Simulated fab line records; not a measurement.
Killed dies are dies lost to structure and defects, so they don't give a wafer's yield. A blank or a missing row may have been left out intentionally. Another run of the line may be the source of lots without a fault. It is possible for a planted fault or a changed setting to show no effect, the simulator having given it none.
2 desks, one fault | flow nand-harc | what lay behind the numbers comes last; until then each desk has only its own

THE METROLOGY DESK
Lot by lot, what the gauges showed, no matter which tool ran the lot: averages of those sampled wafers that carry a number. The brackets show how far a lot's mean lies from the usual mean; more than 4 standard deviations puts the lot out of limits, marked OUT.
Columns: A = overlay-x-nm at NHARC_A_M0_OVL_MEAS_10, usual 0.0 nm; B = overlay-y-nm at NHARC_A_M0_OVL_MEAS_10, usual -0.1 nm
lot  | first seen here | A    | B
L887 | day 24 11:14    | 0.5  | -0.1
L889 | day 24 22:12    | 1.0  | 0.6
L888 | day 25 12:22    | 0.7  | -0.9
L891 | day 25 17:55    | -0.3 | 0.7
L894 | day 26 15:02    | 0.2  | -0.9
L895 | day 27 13:14    | 0.3  | -0.7
L897 | day 27 21:20    | 0.5  | 0.6
L902 | day 30 02:39    | -0.2 | 0.2
L903 | day 30 18:58    | 0.9  | -0.1
L906 | day 31 01:44    | 0.6  | 1.0
L904 | day 31 02:03    | -0.5 | 0.6
L905 | day 31 07:26    | -1.7 | -1.0
This desk found nothing out of limits on any of the 12 lots.

TOOL OWNER'S DESK, litho-track-04
At NHARC_A_M0_SOFTBAKE_04 (time 55 s), the tool's own readings, given per lot that ran on this tool as the mean of the sampled wafers with a number. The brackets show how far a lot's mean lies from the usual mean; more than 4 standard deviations puts the lot out of limits, marked OUT.
Columns: A = heater-power-total-W at NHARC_A_M0_SOFTBAKE_04, usual 188.45 W
lot  | first seen here | A
L889 | day 24 21:00    | 188.36
L894 | day 26 14:00    | 186.92 (-9.6) OUT
L897 | day 27 20:00    | 186.94 (-9.5) OUT
L906 | day 31 01:00    | 188.56
This desk's finding: out of limits on L894, L897; first on L894, day 26 14:00 (heater-power-total-W at NHARC_A_M0_SOFTBAKE_04). L889, L906 stayed within limits.

BROUGHT TOGETHER
The tool owner's desk had the chance to raise an alarm at day 26 14:00 on L894, L897.
The metrology desk saw nothing out of limits.
The metrology desk holds a record of L894, L897, inside its limits.
All the named lots went through NHARC_A_M0_SOFTBAKE_04 on litho-track-04.

WHAT THE SIMULATOR HAD PUT IN
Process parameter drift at NHARC_A_M0_SOFTBAKE_04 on litho-track-04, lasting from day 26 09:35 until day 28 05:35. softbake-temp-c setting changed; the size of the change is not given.
Lots struck among those shown: L894, L897.
Each desk's first reading out of limits, in hours after the fault started: the tool owner's desk, 4.
